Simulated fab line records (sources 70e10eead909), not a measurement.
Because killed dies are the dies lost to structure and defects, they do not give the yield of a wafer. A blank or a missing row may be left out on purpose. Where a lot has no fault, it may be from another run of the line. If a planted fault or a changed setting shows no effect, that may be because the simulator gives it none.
Which of the tools did it? ; flow nand_harc ; Sampling: 6 lots, 18 wafers, 5 of 1302 route steps

WHAT THE GAUGES READ, wafer by wafer
NHARC_END_SORT_01.
lot;measured;on;killed_at_array
L517;day 29 21:08;prober-01;39 35 125

TOOL THAT RAN EACH LOT (tool first, then ch and the chambers of the sampled wafers, then the start)
lot;NHARC_A_STAIRCASE_STRIP_171;NHARC_THIN_TSV_STRIP_45;NHARC_THIN_TSV_DEP_47;NHARC_THIN_TSV_PRE_CLEAN_54
L505;plasma_asher-02 ch 0,1, day 15 21:44;plasma_asher-02 ch 0,1, day 24 01:16;pecvd-01 ch 0,1,2, day 24 02:04;pvd_sputter-02, day 24 05:15
L508;plasma_asher-02 ch 0,1, day 17 02:53;plasma_asher-01 ch 0,1, day 25 03:45;pecvd-04 ch 0,2, day 25 04:32;pvd_sputter-03, day 25 07:35
L510;plasma_asher-01 ch 0,1, day 18 02:01;plasma_asher-02 ch 0,1, day 26 13:20;pecvd-02 ch 0,1, day 26 14:03;pvd_sputter-02, day 26 17:04
L513;plasma_asher-02 ch 0,1, day 19 13:52;plasma_asher-01 ch 1, day 27 12:42;pecvd-02 ch 0,1, day 27 13:31;pvd_sputter-01, day 27 16:30
L517;plasma_asher-02 ch 0,1, day 21 10:49;plasma_asher-01 ch 0,1, day 29 07:03;pecvd-02 ch 0,2, day 29 07:51;pvd_sputter-02, day 29 10:47
L526;plasma_asher-01 ch 0,1, day 24 19:26;plasma_asher-01 ch 0,1, day 33 13:08;pecvd-04 ch 0,1, day 33 13:53;pvd_sputter-03, day 33 17:22
- NHARC_A_STAIRCASE_STRIP_171: strips in O2.
- NHARC_THIN_TSV_STRIP_45: strips in O2.
- NHARC_THIN_TSV_DEP_47: deposits SiO2, target thk 200 nm.
- NHARC_THIN_TSV_PRE_CLEAN_54: time 30 s.

THE ANSWER, worked out from the rows above alone
Rule: the usual values come from the lots themselves. The widest of any qualifying gaps counts: lots, ordered by their means at a reading, are off when they make up no more than a third of the lots, leave a main group of 4 or more, and stand apart from it by 3 or more times the standard deviation of that group's means. If all means in a main group match to the digits the tables above print for the reading, that group is not used. A lot without any number at a reading at which 4 lots or more have one is off too. The other lots that the step has rows for count as sound.
None of the lots is off at any reading shown; this tells nothing.

WHAT THE SIMULATOR HAD PUT IN
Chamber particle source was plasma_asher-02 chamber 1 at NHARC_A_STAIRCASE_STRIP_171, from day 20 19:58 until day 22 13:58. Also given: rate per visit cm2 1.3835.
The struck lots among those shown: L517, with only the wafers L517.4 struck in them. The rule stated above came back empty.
